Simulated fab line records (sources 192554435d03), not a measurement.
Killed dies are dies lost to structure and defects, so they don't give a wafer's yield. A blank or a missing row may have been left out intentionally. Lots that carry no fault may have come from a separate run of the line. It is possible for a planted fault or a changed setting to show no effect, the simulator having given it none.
Which of the tools did it? || flow n5_finfet || 36 wafers sampled from 12 lots at 1 step of a route of 1938

== WHAT THE GAUGES READ, wafer by wafer ==
N5_BEOL_M2_OVL_MEAS_29.
{"lot": "L076", "measured": "day 6 18:21", "on": "overlay-02", "V1_OVL (nm)": "-0.4 -0.8 -1.5"}
{"lot": "L077", "measured": "day 7 10:08", "on": "overlay-02", "V1_OVL (nm)": "-0.8 0.3 -0.9"}
{"lot": "L079", "measured": "day 8 04:41", "on": "overlay-02", "V1_OVL (nm)": "0.6 -0.1 0.2"}
{"lot": "L083", "measured": "day 8 20:58", "on": "overlay-02", "V1_OVL (nm)": "-1.4 -1.1 -1.6"}
{"lot": "L081", "measured": "day 9 05:13", "on": "overlay-01", "V1_OVL (nm)": "-0.6 -0.1 -0.4"}
{"lot": "L085", "measured": "day 9 06:02", "on": "overlay-01", "V1_OVL (nm)": "0.8 0.0 0.2"}
{"lot": "L089", "measured": "day 10 07:26", "on": "overlay-02", "V1_OVL (nm)": "0.5 -0.6 -0.4"}
{"lot": "L088", "measured": "day 10 10:28", "on": "overlay-02", "V1_OVL (nm)": "-0.8 -1.2 -1.1"}
{"lot": "L091", "measured": "day 11 00:37", "on": "overlay-01", "V1_OVL (nm)": "-0.4 -0.8 -1.2"}
{"lot": "L093", "measured": "day 11 11:20", "on": "overlay-02", "V1_OVL (nm)": "-0.2 0.2 -1.1"}
{"lot": "L095", "measured": "day 11 22:59", "on": "overlay-02", "V1_OVL (nm)": "0.7 0.0 -0.5"}
{"lot": "L096", "measured": "day 12 09:48", "on": "overlay-02", "V1_OVL (nm)": "-0.5 -0.1 -1.1"}

== EACH LOT AND THE TOOL THAT RAN IT (in order: tool; ch and the chambers of the sampled wafers; start) ==
There is no process step in the record ahead of these readings.

== THE ANSWER, worked out from the rows above alone ==
Rule: what is usual is taken from the lots themselves. The widest of any qualifying gaps counts: lots, ordered by their means at a reading, are off when they make up no more than a third of the lots, leave a main group of 4 or more, and stand apart from it by 3 or more times the standard deviation of that group's means. A main group is skipped when, at the precision printed for the reading in the tables above, its means are all equal. Also off: a lot with no number at a reading for which 4 or more lots have one. All remaining lots with rows at the step are treated as sound.
None of the lots is off at any reading shown; this tells nothing.

== WHAT THE SIMULATOR PUT IN ==
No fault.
